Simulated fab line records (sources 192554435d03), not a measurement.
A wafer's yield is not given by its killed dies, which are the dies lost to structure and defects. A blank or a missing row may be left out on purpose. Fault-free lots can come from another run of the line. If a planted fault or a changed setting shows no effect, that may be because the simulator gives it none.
Chamber matching || flow n5Finfet || rieDiel-05 running N5_MOL_CONTACT_COAG_ETCH_65: 3 sister chambers
The step etches underlayer in N2/H2, target depth 13 nm, time 10.4 s. 6 wafers are shown with their chamber, then 5 later ones without.

EACH WAFER AND ITS CHAMBER
{"wafer": "L078.3", "chamber": 0, "throttleValvePct (%)": 17.50, "drypumpMotorCurrentA (A)": 5.59}
{"wafer": "L079.2", "chamber": 3, "throttleValvePct (%)": 18.22, "drypumpMotorCurrentA (A)": 5.88}
{"wafer": "L079.6", "chamber": 3, "throttleValvePct (%)": 18.22, "drypumpMotorCurrentA (A)": 5.92}
{"wafer": "L083.2", "chamber": 2, "throttleValvePct (%)": 18.01, "drypumpMotorCurrentA (A)": 6.15}
{"wafer": "L083.3", "chamber": 0, "throttleValvePct (%)": 17.52, "drypumpMotorCurrentA (A)": 5.57}
{"wafer": "L083.5", "chamber": 2, "throttleValvePct (%)": 18.00, "drypumpMotorCurrentA (A)": 6.14}

WAFERS MISSING THEIR CHAMBER
{"wafer": "L091.4", "throttleValvePct (%)": 18.03, "drypumpMotorCurrentA (A)": 6.17}
{"wafer": "L093.1", "throttleValvePct (%)": 17.56, "drypumpMotorCurrentA (A)": 5.58}
{"wafer": "L093.2", "throttleValvePct (%)": 17.83, "drypumpMotorCurrentA (A)": 5.93}
{"wafer": "L097.5", "throttleValvePct (%)": 17.84, "drypumpMotorCurrentA (A)": 5.89}
{"wafer": "L097.6", "throttleValvePct (%)": 17.58, "drypumpMotorCurrentA (A)": 5.57}

THE CHAMBER EACH PASSED THROUGH
{"wafer": "L091.4", "from the rows above": 2, "in truth": 2}
{"wafer": "L093.1", "from the rows above": 0, "in truth": 0}
{"wafer": "L093.2", "from the rows above": 2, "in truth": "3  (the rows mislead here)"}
{"wafer": "L097.5", "from the rows above": 2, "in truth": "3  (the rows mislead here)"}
{"wafer": "L097.6", "from the rows above": 0, "in truth": 0}
3 of 5 placed correctly. Number that these rows cannot place: 0. 2 placed wrongly.
How it was worked out, from the rows above alone: a wafer's distance from a chamber is the root of the sum, over the readings, of the square of ((its reading less the chamber's mean) divided by the reading's scatter). The wafer belongs to the nearest chamber; if the next one is less than 2 further off, it can't be placed. Each chamber's mean is taken over the wafers shown for it. The scatter is the square root of a quotient: the sum, over the shown wafers, of each reading's squared deviation from its chamber's mean, divided by wafers minus chambers.
